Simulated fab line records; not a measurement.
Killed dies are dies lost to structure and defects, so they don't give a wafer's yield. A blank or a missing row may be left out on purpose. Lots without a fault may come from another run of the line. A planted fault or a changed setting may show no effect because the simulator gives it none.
Comparing a struck lot with a sound one :: flow nand harc :: 14 steps out of a route of 1159
Sound: wafers L761.2, L761.3, L761.5. Struck: wafers L771.3, L771.4, L771.5. The cause comes at the end.
Per side, at each step with rows, come the tool, then ch with its chambers, and then its first start. Under that, the readings that differ: sound wafers :: struck wafers :: difference of the means :: sigmas: that difference in standard deviations of wafers without a fault.
alike: same words and numbers on both sides, and readings whose means sit less than 2 such deviations apart. not compared: any withheld reading, any reading some wafer has no value for, any bound like >300 that may hide the same value, and any number with overlapping values for which the record gives no deviation.
Wherever a step has rows on one side only, a row that says differs or no value, or a row with sigmas, the two part there. Numbers that have no deviation but don't overlap get no sigmas and don't part them. A reading missing from all wafers of one side parts the sides only when that side holds two or more wafers.

NHARC_A_BLC_PVD_32: deposits Ti, target thk 5 nm, time 17.7 s.
  sound on pvd sputter-02; struck on pvd sputter-03
  alike: throttle valve pct
NHARC_A_BLC_ALD_23: deposits TiN, target thk 3 nm, pulse time 1 s, ald cycles 150.
  sound on ald metal-04 ch 0,2, day 21 16:36; struck on ald metal-03 ch 1,2, day 23 11:02
  alike: heater power w, precursor pulse height rel
NHARC_A_BLC_CVD_24: deposits W, target thk 150 nm, time 434 s.
  sound: cvd w-02 ch 0,1; struck: cvd w-02 ch 0,1
  alike: heater power w, throttle valve pct
NHARC_A_BLC_CMP_25: polishes, t overpolish 30 s, target thk 150 nm.
  sound on cmp-01 ch 0,1,2, day 22 19:49; struck on cmp-03 ch 0,2, day 24 02:07
  alike: motor current A, overpolish run s, slurry flow ml min, time to endpoint s
next, for these wafers, 1 step has no rows: NHARC_A_BLC_SRD_27.
NHARC_A_BLC_INSPECT_28:
  sound on defect inspect-02 at day 22 20:10; struck on defect inspect-02 at day 24 02:32
  alike: raw defect count
then, 5 steps without rows for these wafers: NHARC_A_M0_DEP_00 (deposits SiOC, target thk 150 nm); NHARC_A_M0_DEHYDRATE_01 (time 120 s); NHARC_A_M0_HMDS_02 (time 30 s); NHARC_A_M0_COAT_33 (time 65 s); NHARC_A_M0_COAT_03 (resist thk 90 nm).
NHARC_A_M0_SOFTBAKE_04: time 55 s.
  sound on litho track-04 ch 0, day 22 20:00; struck on litho track-06 ch 0, day 24 03:00
reading: heater power total W (W)
sound: 188.68 188.73 188.83
struck: 193.56 193.65 193.65
difference: +4.87
sigmas: +35
next, for these wafers, 1 step has no rows: NHARC_A_M0_EBR_05.
NHARC_END_SORT_01:
  the record has rows for the sound wafers here (prober-02 ch 0, day 24 17:14) and none for the struck ones

WHERE THEY PART
Earliest at NHARC_A_M0_SOFTBAKE_04; latest, in this record, at NHARC_END_SORT_01.

WHY: the cause the simulator had injected
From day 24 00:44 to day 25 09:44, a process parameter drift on litho track-06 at NHARC_A_M0_SOFTBAKE_04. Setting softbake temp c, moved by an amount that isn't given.
